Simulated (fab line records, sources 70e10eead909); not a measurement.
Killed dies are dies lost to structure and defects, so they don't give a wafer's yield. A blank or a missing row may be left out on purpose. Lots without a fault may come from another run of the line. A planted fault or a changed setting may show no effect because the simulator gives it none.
Which tool did it? | flow nand_harc | 15 lots, 42 wafers sampled, at 6 steps of a route of 1159

WHAT THE GAUGES READ, wafer by wafer
NHARC_A_ONON_D1_THK_MEAS_21: measures by ellipsometry.
lot  | measured     | on            | thk_nm (nm)
L891 | day 7 10:21  | film_metro-02 | 996 997 997
L892 | day 8 10:10  | film_metro-02 | 989 988 990
L893 | day 8 10:11  | film_metro-01 | 1002 1002 1000
L894 | day 8 10:11  | film_metro-02 | 1007 1004 1005
L895 | day 9 04:02  | film_metro-02 | 990 992 993
L897 | day 9 12:35  | film_metro-01 | 1004 1002 1004
L898 | day 9 12:35  | film_metro-02 | 988 990 989
L900 | day 10 16:35 | film_metro-02 | 1015 1016 1016
L901 | day 10 16:35 | film_metro-01 | 999 998 998
L902 | day 11 08:14 | film_metro-01 | 1020 1018 1019
L904 | day 11 14:59 | film_metro-01 | 1003 1002 1002
L909 | day 12 04:55 | film_metro-02 | 991 989
L907 | day 12 05:16 | film_metro-01 | 997 995
L911 | day 12 21:49 | film_metro-02 | 1006 1006
L913 | day 13 08:09 | film_metro-01 | 1016 1015 1015

NHARC_A_ONON_D1_THK_MEAS_27: measures by ellipsometry.
lot  | measured     | on            | thk_nm (nm)
L891 | day 7 11:29  | film_metro-02 | 1011 1013 1012
L892 | day 8 11:19  | film_metro-02 | 1001 1000 999
L893 | day 8 11:20  | film_metro-02 | 997 996 998
L894 | day 8 11:19  | film_metro-01 | 1006 1006 1007
L895 | day 9 05:10  | film_metro-02 | 996 995 995
L897 | day 9 13:43  | film_metro-01 | 989 990 988
L898 | day 9 13:43  | film_metro-02 | 1007 1006 1006
L900 | day 10 17:43 | film_metro-02 | 1008 1007 1007
L901 | day 10 17:44 | film_metro-01 | 1005 1004 1002
L902 | day 11 09:22 | film_metro-02 | 1000 998 999
L904 | day 11 16:08 | film_metro-01 | 991 991 990
L909 | day 12 06:04 | film_metro-01 | 1388 986
L907 | day 12 06:25 | film_metro-02 | 1005 1409
L911 | day 12 23:05 | film_metro-02 | 1398 1398
L913 | day 13 09:17 | film_metro-01 | 998 997 995

NHARC_A_ONON_D1_INSPECT_32.
lot  | measured     | on                | raw_defect_count
L891 | day 7 12:37  | defect_inspect-02 | 49 70 60
L892 | day 8 12:26  | defect_inspect-02 | 109 66 60
L893 | day 8 12:31  | defect_inspect-02 | 92 51 93
L894 | day 8 12:27  | defect_inspect-01 | 39 63 32
L895 | day 9 06:16  | defect_inspect-02 | 67 83 164
L897 | day 9 14:50  | defect_inspect-02 | 82 87 47
L898 | day 9 15:04  | defect_inspect-01 | 105 85 111
L900 | day 10 18:53 | defect_inspect-01 | 58 73 110
L901 | day 10 18:58 | defect_inspect-02 | 69 73 56
L902 | day 11 10:37 | defect_inspect-01 | 112 72 98
L904 | day 11 17:14 | defect_inspect-02 | 59 94 87
L909 | day 12 07:10 | defect_inspect-02 | 59 107
L907 | day 12 07:31 | defect_inspect-01 | 77 80
L911 | day 13 00:12 | defect_inspect-01 | 52 62
L913 | day 13 10:23 | defect_inspect-01 | 88 58 131

NHARC_A_CHANNEL_HOLE_D1_CD_MEAS_10: target cd 100 nm.
lot  | measured     | on        | cd_nm (nm)
L891 | day 7 15:59  | cd_sem-01 | 100.5 101.1 100.1
L892 | day 8 18:13  | cd_sem-02 | 100.3 100.5 101.1
L893 | day 8 19:02  | cd_sem-02 | 99.4 99.7 100.3
L894 | day 8 18:22  | cd_sem-01 | 101.1 99.6 100.8
L895 | day 9 11:44  | cd_sem-03 | 100.9 99.5 100.5
L897 | day 9 19:38  | cd_sem-02 | 100.0 100.5 101.2
L898 | day 9 19:48  | cd_sem-01 | 100.0 100.8 99.4
L900 | day 10 21:55 | cd_sem-01 | 100.3 100.3 100.1
L901 | day 10 23:53 | cd_sem-01 | 99.9 100.3 101.4
L902 | day 11 13:25 | cd_sem-01 | 100.7 100.9 101.2
L904 | day 11 20:06 | cd_sem-01 | 100.5 100.3 100.4
L909 | day 12 09:47 | cd_sem-02 | 100.3
L907 | day 12 11:46 | cd_sem-03 | 100.5
L913 | day 13 21:32 | cd_sem-02 | 99.5 99.6 99.8

NHARC_END_SORT_01.
lot  | measured     | on        | killed_at_array | killed_at_other | killed_at_periphery | killed_dies | killed_open | killed_short
L909 | day 23 22:50 | prober-01 | 670 12          | 2 0             | 5 5                 | 677 17      | 1 1         | 1 2
L907 | day 24 10:56 | prober-02 | 30 673          | 3 1             | 2 3                 | 35 677      | 3 5         | 4 7
L911 | day 24 22:11 | prober-01 | 675 673         | 1 1             | 1 3                 | 677 677     | 4 6         | 4 2

WHICH TOOL RAN EACH LOT (tool, then ch and the chambers of the sampled wafers, then the start)
lot  | NHARC_A_ONON_D1_DEP_25
L891 | pecvd_onon-04 ch 0, day 7 10:59
L892 | pecvd_onon-01 ch 0, day 8 10:52
L893 | pecvd_onon-04 ch 0, day 8 10:53
L894 | pecvd_onon-03 ch 0, day 8 10:56
L895 | pecvd_onon-03 ch 0, day 9 04:43
L897 | pecvd_onon-04 ch 0, day 9 13:16
L898 | pecvd_onon-03 ch 0, day 9 13:13
L900 | pecvd_onon-03 ch 0, day 10 17:13
L901 | pecvd_onon-01 ch 0, day 10 17:20
L902 | pecvd_onon-03 ch 0, day 11 08:51
L904 | pecvd_onon-04 ch 0, day 11 15:40
L909 | pecvd_onon-01 ch 0, day 12 05:33
L907 | pecvd_onon-01 ch 0, day 12 06:08
L911 | pecvd_onon-01 ch 0, day 12 22:34
L913 | pecvd_onon-03 ch 0, day 13 08:50
- NHARC_A_ONON_D1_DEP_25: target thk 1000 nm.

WHAT THE TOOLS THEMSELVES READ (means of the sampled wafers that have a number; where no wafer has one, the mark that the record gives instead)
The record holds no such reading with a usual standard deviation.

THE ANSWER, worked out from the rows above alone
Rule: what is usual is taken from the lots themselves. Put in order of their means at a reading, lots are off if they are a third of the lots or fewer, leave a main group of 4 or more, and stand apart from it by a gap of 3 or more times the standard deviation of the main group's means; of several such gaps the widest counts. A main group whose means are all the same, to the digits that the tables above print for the reading, isn't used. A lot without any number at a reading at which 4 lots or more have one is off too. The other lots that the step has rows for count as sound. The gauges are gone through in route order, then the tools' own readings, and for those a lot's mean is taken as printed above. The first step at which some lot is off is used, and at that step the reading that is off furthest; a lot without a number counts as furthest.
Off: L909, L907, L911, at NHARC_A_ONON_D1_THK_MEAS_27 (thk_nm). The main group: mean 1000 nm, standard deviation 6.7.
A tool fits if, at a process step before that reading, it ran every lot that is off, and no sound lot after the first of them. The gauges at NHARC_A_ONON_D1_THK_MEAS_27 are tried like those tools. One fits: pecvd_onon-01 at NHARC_A_ONON_D1_DEP_25. Its last sound lot is L901 (day 10 17:20), its first lot that is off L909 (day 12 05:33): a fault that began between those two fits.

WHAT THE SIMULATOR HAD PUT IN
Process parameter drift: pecvd_onon-01, from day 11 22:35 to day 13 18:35, at NHARC_A_ONON_D1_DEP_25. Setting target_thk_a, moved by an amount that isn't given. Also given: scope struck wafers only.
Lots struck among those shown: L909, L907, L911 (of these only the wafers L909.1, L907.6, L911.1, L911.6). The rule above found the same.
